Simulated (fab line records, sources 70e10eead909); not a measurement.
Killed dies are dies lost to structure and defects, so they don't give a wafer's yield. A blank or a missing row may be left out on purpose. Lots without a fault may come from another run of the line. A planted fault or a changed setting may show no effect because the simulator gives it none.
Which tool did it? | flow nand_harc | 24 lots, 72 wafers sampled, at 6 steps of a route of 1302

WHAT THE GAUGES READ, wafer by wafer
The record holds no reading of a measuring or inspecting step that can be judged against a usual standard deviation.

WHICH TOOL RAN EACH LOT (tool, then ch and the chambers of the sampled wafers, then the start)
lot  | NHARC_A_STAIRCASE_ETCH_253         | NHARC_A_STAIRCASE_HM_OPEN_457                 | NHARC_A_STAIRCASE_HM_DEP_462  | NHARC_A_STAIRCASE_ETCH_315                    | NHARC_A_SGD_CUT_STRIP_17                      | NHARC_A_SGD_CUT_CMP_21
L075 | rie_diel-02 ch 0,2,3, day 16 07:55 | rie_diel-13 ch 1,2, day 17 01:49 or earlier   | acl_dep-03 ch 0, day 17 01:49 | rie_diel-02 ch 0,1,2, day 19 20:04 or earlier | rie_diel-04 ch 1,2,3, day 19 20:04 or earlier | cmp-01 ch 0,2,3, day 19 20:04
L074 | rie_diel-02 ch 0,1,2, day 16 08:11 | rie_diel-02 ch 0,2,3, day 17 01:59 or earlier | acl_dep-02 ch 0, day 17 01:59 | rie_diel-13 ch 0,1,3, day 19 20:01 or earlier | rie_diel-06 ch 0,2,3, day 19 20:01 or earlier | cmp-03 ch 0,2,3, day 19 20:01
L076 | rie_diel-12 ch 0,1,2, day 17 05:44 | rie_diel-13 ch 1,2,3, day 17 18:47 or earlier | acl_dep-03 ch 0, day 17 18:47 | rie_diel-02 ch 0,2, day 20 07:48 or earlier   | rie_diel-04 ch 0,1,2, day 20 07:48 or earlier | cmp-03 ch 0,1,3, day 20 07:48
L077 | rie_diel-12 ch 1,2,3, day 17 23:55 | rie_diel-12 ch 0,1,3, day 18 17:24 or earlier | acl_dep-03 ch 0, day 18 17:24 | rie_diel-12 ch 0,3, day 21 05:11 or earlier   | rie_diel-06 ch 1,3, day 21 05:11 or earlier   | cmp-03 ch 1,2,3, day 21 05:11
L079 | rie_diel-13 ch 0,2,3, day 18 06:43 | rie_diel-13 ch 0,1,2, day 19 00:23 or earlier | acl_dep-03 ch 0, day 19 00:23 | rie_diel-12 ch 0,2,3, day 21 16:25 or earlier | rie_diel-04 ch 1,2,3, day 21 16:25 or earlier | cmp-04 ch 0,1,2, day 21 16:25
L078 | rie_diel-13 ch 1,2, day 18 07:14   | rie_diel-02 ch 0,2,3, day 19 04:52 or earlier | acl_dep-03 ch 0, day 19 04:52 | rie_diel-02 ch 0,1,2, day 22 07:37 or earlier | rie_diel-04 ch 2,3, day 22 07:37 or earlier   | cmp-04 ch 0,2,3, day 22 07:37
L081 | rie_diel-13 ch 0,2, day 18 22:53   | rie_diel-02 ch 0,1,2, day 19 18:23 or earlier | acl_dep-03 ch 0, day 19 18:23 | rie_diel-13 ch 0,2,3, day 22 14:39 or earlier | rie_diel-06 ch 0,1,3, day 22 14:39 or earlier | cmp-03 ch 1,2,3, day 22 14:39
L080 | rie_diel-13 ch 0,1,3, day 19 01:40 | rie_diel-12 ch 0,1,2, day 19 19:34 or earlier | acl_dep-02 ch 0, day 19 19:34 | rie_diel-02 ch 0,1, day 22 17:50 or earlier   | rie_diel-07 ch 0,2,3, day 22 17:50 or earlier | cmp-03 ch 0,1,3, day 22 17:50
L082 | rie_diel-02 ch 0,1, day 19 14:05   | rie_diel-13 ch 0,1,2, day 20 05:04 or earlier | acl_dep-03 ch 0, day 20 05:04 | rie_diel-13 ch 1,2,3, day 23 01:08 or earlier | rie_diel-04 ch 0,1,3, day 23 01:08 or earlier | cmp-04 ch 0,1,2, day 23 01:08
L083 | rie_diel-13 ch 0,2,3, day 19 18:47 | rie_diel-13 ch 2,3, day 20 08:18 or earlier   | acl_dep-01 ch 0, day 20 08:18 | rie_diel-12 ch 0,3, day 23 01:08 or earlier   | rie_diel-07 ch 1,2, day 23 01:08 or earlier   | cmp-03 ch 0,1,3, day 23 01:08
L084 | rie_diel-13 ch 1,2,3, day 20 10:52 | rie_diel-02 ch 0,2,3, day 21 00:14 or earlier | acl_dep-02 ch 0, day 21 00:14 | rie_diel-12 ch 0,1, day 23 15:38 or earlier   | rie_diel-07 ch 2,3, day 23 15:38 or earlier   | cmp-01 ch 1,2,3, day 23 15:38
L085 | rie_diel-02 ch 0,3, day 20 20:32   | rie_diel-12 ch 0,1,3, day 21 11:43 or earlier | acl_dep-02 ch 0, day 21 11:43 | rie_diel-13 ch 0,2, day 24 07:07 or earlier   | rie_diel-07 ch 0,1,2, day 24 07:07 or earlier | cmp-04 ch 0,3, day 24 07:07
L086 | rie_diel-13 ch 0,3, day 21 06:11   | rie_diel-13 ch 0,1, day 22 03:49 or earlier   | acl_dep-03 ch 0, day 22 03:49 | rie_diel-02 ch 1,2,3, day 24 14:41 or earlier | rie_diel-06 ch 0,1,3, day 24 14:41 or earlier | cmp-04 ch 0,2,3, day 24 14:41
L087 | rie_diel-02 ch 0,1,3, day 21 06:44 | rie_diel-12 ch 0,2,3, day 22 03:29 or earlier | acl_dep-01 ch 0, day 22 03:29 | rie_diel-13 ch 0,1,3, day 24 14:38 or earlier | rie_diel-07 ch 0,2,3, day 24 14:38 or earlier | cmp-01 ch 0,2,3, day 24 14:38
L088 | rie_diel-12 ch 1,2,3, day 22 12:21 | rie_diel-13 ch 2,3, day 23 07:26 or earlier   | acl_dep-03 ch 0, day 23 07:26 | rie_diel-02 ch 1,2,3, day 26 01:01 or earlier | rie_diel-07 ch 0,2, day 26 01:01 or earlier   | cmp-01 ch 1,2, day 26 01:01
L089 | rie_diel-12 ch 0,3, day 22 17:46   | rie_diel-12 ch 1,2,3, day 23 07:46 or earlier | acl_dep-01 ch 0, day 23 07:46 | rie_diel-13 ch 0,1,2, day 26 01:02 or earlier | rie_diel-06 ch 0,1, day 26 01:02 or earlier   | cmp-03 ch 1,3, day 26 01:02
L090 | rie_diel-02 ch 1,3, day 23 03:33   | rie_diel-13 ch 1,2,3, day 23 15:20 or earlier | acl_dep-02 ch 0, day 23 15:20 | rie_diel-02 ch 0,1, day 26 11:00 or earlier   | rie_diel-07 ch 0,2,3, day 26 11:00 or earlier | cmp-03 ch 0,1,3, day 26 11:00
L091 | rie_diel-02 ch 2,3, day 23 04:07   | rie_diel-12 ch 1,3, day 23 17:34 or earlier   | acl_dep-03 ch 0, day 23 17:34 | rie_diel-12 ch 0,2,3, day 26 11:00 or earlier | rie_diel-06 ch 0,3, day 26 11:00 or earlier   | cmp-04 ch 0,1,2, day 26 11:00
L092 | rie_diel-12 ch 1,2, day 23 13:55   | rie_diel-13 ch 1,2,3, day 24 06:52 or earlier | acl_dep-02 ch 0, day 24 06:52 | rie_diel-12 ch 1,2,3, day 27 02:17 or earlier | rie_diel-04 ch 1,2, day 27 02:17 or earlier   | cmp-03 ch 1,2,3, day 27 02:17
L093 | rie_diel-12 ch 0,2,3, day 24 02:09 | rie_diel-12 ch 2,3, day 24 21:58 or earlier   | acl_dep-01 ch 0, day 24 21:58 | rie_diel-12 ch 0,1,3, day 27 12:51 or earlier | rie_diel-06 ch 0,1, day 27 12:51 or earlier   | cmp-03 ch 0,2, day 27 12:51
L096 | rie_diel-12 ch 0,1, day 24 21:45   | rie_diel-13 ch 2,3, day 25 11:28 or earlier   | acl_dep-01 ch 0, day 25 11:28 | rie_diel-13 ch 2,3, day 27 23:11 or earlier   | rie_diel-06 ch 0,1,2, day 27 23:11 or earlier | cmp-03 ch 0,3, day 27 23:11
L094 | rie_diel-12 ch 1,3, day 24 22:01   | rie_diel-12 ch 0,2,3, day 25 14:50 or earlier | acl_dep-02 ch 0, day 25 14:50 | rie_diel-12 ch 0,2,3, day 27 23:11 or earlier | rie_diel-07 ch 1,2,3, day 27 23:11 or earlier | cmp-01 ch 0,2,3, day 27 23:11
L095 | rie_diel-12 ch 0,1,3, day 24 23:46 | rie_diel-12 ch 1,2, day 25 17:11 or earlier   | acl_dep-03 ch 0, day 25 17:11 | rie_diel-13 ch 2,3, day 28 02:15 or earlier   | rie_diel-04 ch 1,2, day 28 02:15 or earlier   | cmp-01 ch 1,2,3, day 28 02:15
L097 | rie_diel-13 ch 0,1, day 25 18:52   | rie_diel-02 ch 0,2, day 26 12:29 or earlier   | acl_dep-03 ch 0, day 26 12:29 | rie_diel-02 ch 0,2,3, day 29 03:56 or earlier | rie_diel-07 ch 0,2, day 29 03:56 or earlier   | cmp-04 ch 1,2,3, day 29 03:56
- NHARC_A_STAIRCASE_ETCH_253: etches the open film in C4F8/O2, target depth 50 nm, time 20.2 s.
- NHARC_A_STAIRCASE_HM_OPEN_457: chemistry O2/COS.
- NHARC_A_STAIRCASE_HM_DEP_462: deposits aC, target thk 800 nm.
- NHARC_A_STAIRCASE_ETCH_315: etches the open film in C4F8/O2/Ar, target depth 2500 nm, time 607.1 s.
- NHARC_A_SGD_CUT_STRIP_17: strips in O2.
- NHARC_A_SGD_CUT_CMP_21: polishes, target thk 148.19 nm.

WHAT THE TOOLS THEMSELVES READ (means of the sampled wafers that have a number; where no wafer has one, the mark that the record gives instead)
NHARC_A_STAIRCASE_ETCH_253. Usual: oes_product_au 0.958 a.u., standard deviation 0.017; rf_vpp_V 895 V, standard deviation 6.
lot  | tool        | oes_product_au (a.u.) | rf_vpp_V (V) | flag
L075 | rie_diel-02 | 0.950                 | 896          |
L074 | rie_diel-02 | 0.985                 | 896          |
L076 | rie_diel-12 | 0.971                 | 890          |
L077 | rie_diel-12 | 0.951                 | 894          |
L079 | rie_diel-13 | 0.977                 | 896          |
L078 | rie_diel-13 | 0.958                 | 889          |
L081 | rie_diel-13 | 0.959                 | 893          |
L080 | rie_diel-13 | 0.977                 | 894          |
L082 | rie_diel-02 | 0.945                 | 905          |
L083 | rie_diel-13 | 0.923                 | 896          |
L084 | rie_diel-13 | 0.969                 | 892          |
L085 | rie_diel-02 | 0.955                 | 895          |
L086 | rie_diel-13 | 0.958                 | 898          |
L087 | rie_diel-02 | 0.952                 | 900          |
L088 | rie_diel-12 | 0.978                 | 899          |
L089 | rie_diel-12 | 0.959                 | 894          |
L090 | rie_diel-02 | 0.974                 | 900          |
L091 | rie_diel-02 | 0.945                 | 891          |
L092 | rie_diel-12 | 0.953                 | 902          |
L093 | rie_diel-12 | 0.927                 | 898          |
L096 | rie_diel-12 | 0.958                 | 892          |
L094 | rie_diel-12 | 0.957                 | 897          |
L095 | rie_diel-12 | 0.967                 | 893          |
L097 | rie_diel-13 | 0.964                 | 892          |

NHARC_A_STAIRCASE_HM_OPEN_457. Usual: drypump_motor_current_A 5.8 A, standard deviation 0.6; oes_product_au 1.001 a.u., standard deviation 0.0087; rf_vpp_V 466 V, standard deviation 3.2; showerhead_plenum_p_Torr 3.09 Torr, standard deviation 0.15; throttle_valve_pct 28.331 %, standard deviation 0.0086.
lot  | tool        | drypump_motor_current_A (A) | oes_product_au (a.u.) | rf_vpp_V (V) | showerhead_plenum_p_Torr (Torr) | throttle_valve_pct (%) | flag
L075 | rie_diel-13 | 5.9                         | 0.997                 | 465          | 2.95                            | 28.329                 |
L074 | rie_diel-02 | 6.1                         | 0.993                 | 468          | 3.15                            | 28.340                 |
L076 | rie_diel-13 | 5.6                         | 1.016                 | 466          | 3.05                            | 28.319                 |
L077 | rie_diel-12 | 5.7                         | 1.009                 | 466          | 3.08                            | 28.338                 |
L079 | rie_diel-13 | 5.9                         | 0.999                 | 465          | 3.00                            | 28.330                 |
L078 | rie_diel-02 | 6.1                         | 0.998                 | 468          | 3.14                            | 28.329                 |
L081 | rie_diel-02 | 5.8                         | 0.994                 | 470          | 3.25                            | 28.342                 |
L080 | rie_diel-12 | 5.5                         | 1.003                 | 465          | 2.97                            | 28.331                 |
L082 | rie_diel-13 | 5.9                         | 1.004                 | 464          | 2.99                            | 28.323                 |
L083 | rie_diel-13 | 5.3                         | 0.995                 | 466          | 3.05                            | 28.320                 |
L084 | rie_diel-02 | 6.1                         | 0.997                 | 467          | 3.14                            | 28.333                 |
L085 | rie_diel-12 | 5.7                         | 0.999                 | 465          | 3.07                            | 28.326                 |
L086 | rie_diel-13 | 6.3                         | 0.999                 | 464          | 2.97                            | 28.342                 |
L087 | rie_diel-12 | 5.2                         | 1.002                 | 467          | 3.16                            | 28.337                 |
L088 | rie_diel-13 | 5.3                         | 1.011                 | 465          | 3.04                            | 28.329                 |
L089 | rie_diel-12 | 5.8                         | 1.008                 | 470          | 3.21                            | 28.339                 |
L090 | rie_diel-13 | 5.7                         | 1.001                 | 465          | 3.03                            | 28.328                 |
L091 | rie_diel-12 | 6.0                         | 1.008                 | 467          | 3.15                            | 28.331                 |
L092 | rie_diel-13 | 5.7                         | 1.003                 | 464          | 3.03                            | 28.329                 |
L093 | rie_diel-12 | 5.3                         | 1.009                 | 471          | 3.30                            | 28.329                 |
L096 | rie_diel-13 | 5.4                         | 1.008                 | 468          | 3.12                            | 28.329                 |
L094 | rie_diel-12 | 5.2                         | 1.000                 | 468          | 3.15                            | 28.329                 |
L095 | rie_diel-12 | 6.0                         | 1.007                 | 468          | 3.16                            | 28.336                 |
L097 | rie_diel-02 | 6.3                         | 0.994                 | 467          | 3.13                            | 28.317                 |

NHARC_A_STAIRCASE_HM_DEP_462. Usual: throttle_valve_pct 35.000 %, standard deviation 0.0095.
lot  | tool       | throttle_valve_pct (%) | flag
L075 | acl_dep-03 | 34.994                 |
L074 | acl_dep-02 | 34.992                 |
L076 | acl_dep-03 | 35.009                 |
L077 | acl_dep-03 | 34.995                 |
L079 | acl_dep-03 | 35.005                 |
L078 | acl_dep-03 | 35.003                 |
L081 | acl_dep-03 | 34.995                 |
L080 | acl_dep-02 | 34.997                 |
L082 | acl_dep-03 | 35.003                 |
L083 | acl_dep-01 | 35.003                 |
L084 | acl_dep-02 | 35.001                 |
L085 | acl_dep-02 | 34.989                 |
L086 | acl_dep-03 | 35.002                 |
L087 | acl_dep-01 | 34.995                 |
L088 | acl_dep-03 | 35.000                 |
L089 | acl_dep-01 | 34.987                 |
L090 | acl_dep-02 | 34.995                 |
L091 | acl_dep-03 | 34.998                 |
L092 | acl_dep-02 | 35.000                 |
L093 | acl_dep-01 | 35.001                 |
L096 | acl_dep-01 | 34.996                 |
L094 | acl_dep-02 | 34.996                 |
L095 | acl_dep-03 | 35.002                 |
L097 | acl_dep-03 | 34.996                 |

NHARC_A_STAIRCASE_ETCH_315. Usual: oes_product_au 0.933 a.u., standard deviation 0.0098; rf_vpp_V 1825 V, standard deviation 13.
lot  | tool        | oes_product_au (a.u.) | rf_vpp_V (V) | flag
L075 | rie_diel-02 | 0.936                 | 1825         |
L074 | rie_diel-13 | 0.928                 | 1824         |
L076 | rie_diel-02 | 0.955                 | 1830         |
L077 | rie_diel-12 | 0.927                 | 1817         |
L079 | rie_diel-12 | 0.935                 | 1816         |
L078 | rie_diel-02 | 0.921                 | 1837         |
L081 | rie_diel-13 | 0.932                 | 1825         |
L080 | rie_diel-02 | 0.924                 | 1845         |
L082 | rie_diel-13 | 0.936                 | 1820         |
L083 | rie_diel-12 | 0.942                 | 1818         |
L084 | rie_diel-12 | 0.936                 | 1814         |
L085 | rie_diel-13 | 0.925                 | 1817         |
L086 | rie_diel-02 | 0.944                 | 1828         |
L087 | rie_diel-13 | 0.940                 | 1823         |
L088 | rie_diel-02 | 0.930                 | 1827         |
L089 | rie_diel-13 | 0.927                 | 1815         |
L090 | rie_diel-02 | 0.934                 | 1843         |
L091 | rie_diel-12 | 0.937                 | 1829         |
L092 | rie_diel-12 | 0.942                 | 1833         |
L093 | rie_diel-12 | 0.930                 | 1822         |
L096 | rie_diel-13 | 0.934                 | 1827         |
L094 | rie_diel-12 | 0.931                 | 1829         |
L095 | rie_diel-13 | 0.940                 | 1826         |
L097 | rie_diel-02 | 0.924                 | 1825         |

NHARC_A_SGD_CUT_STRIP_17. Usual: drypump_motor_current_A 5.8 A, standard deviation 0.45; oes_product_au 1.000 a.u., standard deviation 0.011; rf_vpp_V 57.8 V, standard deviation 0.81; showerhead_plenum_p_Torr 3.52 Torr, standard deviation 0.14; throttle_valve_pct 17.037 %, standard deviation 0.0086.
lot  | tool        | drypump_motor_current_A (A) | oes_product_au (a.u.) | rf_vpp_V (V) | showerhead_plenum_p_Torr (Torr) | throttle_valve_pct (%) | flag
L075 | rie_diel-04 | 5.9                         | 0.989                 | 57.6         | 3.50                            | 17.036                 |
L074 | rie_diel-06 | 5.9                         | 1.005                 | 57.8         | 3.49                            | 17.037                 |
L076 | rie_diel-04 | 5.4                         | 1.014                 | 57.6         | 3.58                            | 17.039                 |
L077 | rie_diel-06 | 5.5                         | 1.013                 | 58.3         | 3.55                            | 17.035                 |
L079 | rie_diel-04 | 5.9                         | 0.994                 | 57.6         | 3.50                            | 17.041                 |
L078 | rie_diel-04 | 6.2                         | 1.003                 | 58.5         | 3.42                            | 17.040                 |
L081 | rie_diel-06 | 5.8                         | 1.009                 | 58.0         | 3.60                            | 17.039                 |
L080 | rie_diel-07 | 6.0                         | 0.997                 | 56.9         | 3.52                            | 17.039                 |
L082 | rie_diel-04 | 5.7                         | 0.994                 | 57.6         | 3.55                            | 17.036                 |
L083 | rie_diel-07 | 5.5                         | 1.002                 | 57.8         | 3.40                            | 17.043                 |
L084 | rie_diel-07 | 5.9                         | 0.988                 | 58.3         | 3.52                            | 17.037                 |
L085 | rie_diel-07 | 5.6                         | 0.997                 | 57.5         | 3.39                            | 17.042                 |
L086 | rie_diel-06 | 5.8                         | 1.005                 | 57.3         | 3.60                            | 17.033                 |
L087 | rie_diel-07 | 6.0                         | 0.998                 | 57.5         | 3.52                            | 17.034                 |
L088 | rie_diel-07 | 5.7                         | 0.991                 | 57.1         | 3.40                            | 17.036                 |
L089 | rie_diel-06 | 6.0                         | 0.990                 | 57.8         | 3.65                            | 17.034                 |
L090 | rie_diel-07 | 6.1                         | 0.998                 | 58.6         | 3.51                            | 17.039                 |
L091 | rie_diel-06 | 5.6                         | 1.005                 | 58.0         | 3.55                            | 17.035                 |
L092 | rie_diel-04 | 5.6                         | 1.010                 | 57.3         | 3.53                            | 17.035                 |
L093 | rie_diel-06 | 6.1                         | 0.995                 | 58.0         | 3.65                            | 17.042                 |
L096 | rie_diel-06 | 6.1                         | 0.989                 | 57.8         | 3.54                            | 17.033                 |
L094 | rie_diel-07 | 5.8                         | 0.992                 | 57.5         | 3.51                            | 17.031                 |
L095 | rie_diel-04 | 5.6                         | 1.005                 | 57.3         | 3.53                            | 17.034                 |
L097 | rie_diel-07 | 5.9                         | 0.999                 | 57.5         | 3.39                            | 17.039                 |

NHARC_A_SGD_CUT_CMP_21. Usual: motor_current_A 12.2 A, standard deviation 1.4; pad_life_wafers 212, standard deviation 110; time_to_endpoint_s 50 s, standard deviation 3.1.
lot  | tool   | motor_current_A (A) | pad_life_wafers | time_to_endpoint_s (s) | flag
L075 | cmp-01 | 11.4                | 284             | 52                     |
L074 | cmp-03 | 12.3                | 355             | 47                     |
L076 | cmp-03 | 12.7                | 8               | 53                     |
L077 | cmp-03 | 12.3                | 98              | 50                     |
L079 | cmp-04 | 11.7                | 289             | 50                     |
L078 | cmp-04 | 11.8                | 21              | 51                     |
L081 | cmp-03 | 13.1                | 188             | 49                     |
L080 | cmp-03 | 12.6                | 200             | 46                     |
L082 | cmp-04 | 11.4                | 92              | 52                     |
L083 | cmp-03 | 12.9                | 218             | 50                     |
L084 | cmp-01 | 12.5                | 242             | 50                     |
L085 | cmp-04 | 11.8                | 192             | 56                     |
L086 | cmp-04 | 11.8                | 200             | 52                     |
L087 | cmp-01 | 11.6                | 344             | 49                     |
L088 | cmp-01 | 12.0                | 68              | 53                     |
L089 | cmp-03 | 13.1                | 158             | 49                     |
L090 | cmp-03 | 13.0                | 230             | 46                     |
L091 | cmp-04 | 11.7                | 20              | 51                     |
L092 | cmp-03 | 13.0                | 296             | 49                     |
L093 | cmp-03 | 10.9                | 344             | 49                     |
L096 | cmp-03 | 12.2                | 396             | 48                     |
L094 | cmp-01 | 12.0                | 296             | 50                     |
L095 | cmp-01 | 12.4                | 309             | 53                     |
L097 | cmp-04 | 12.3                | 236             | 52                     |

THE ANSWER, worked out from the rows above alone
Rule: a lot is off if the mean of its wafers that have a number lies more than 3 standard deviations from the usual mean. A lot without any number at a reading at which 4 lots or more have one is off too. The other lots that the step has rows for count as sound. The gauges are gone through in route order, then the tools' own readings, and for those a lot's mean is taken as printed above. The first step at which some lot is off is used, and at that step the reading that is off furthest; a lot without a number counts as furthest.
No lot is off at any reading shown: from this, nothing can be told.

WHAT THE SIMULATOR HAD PUT IN
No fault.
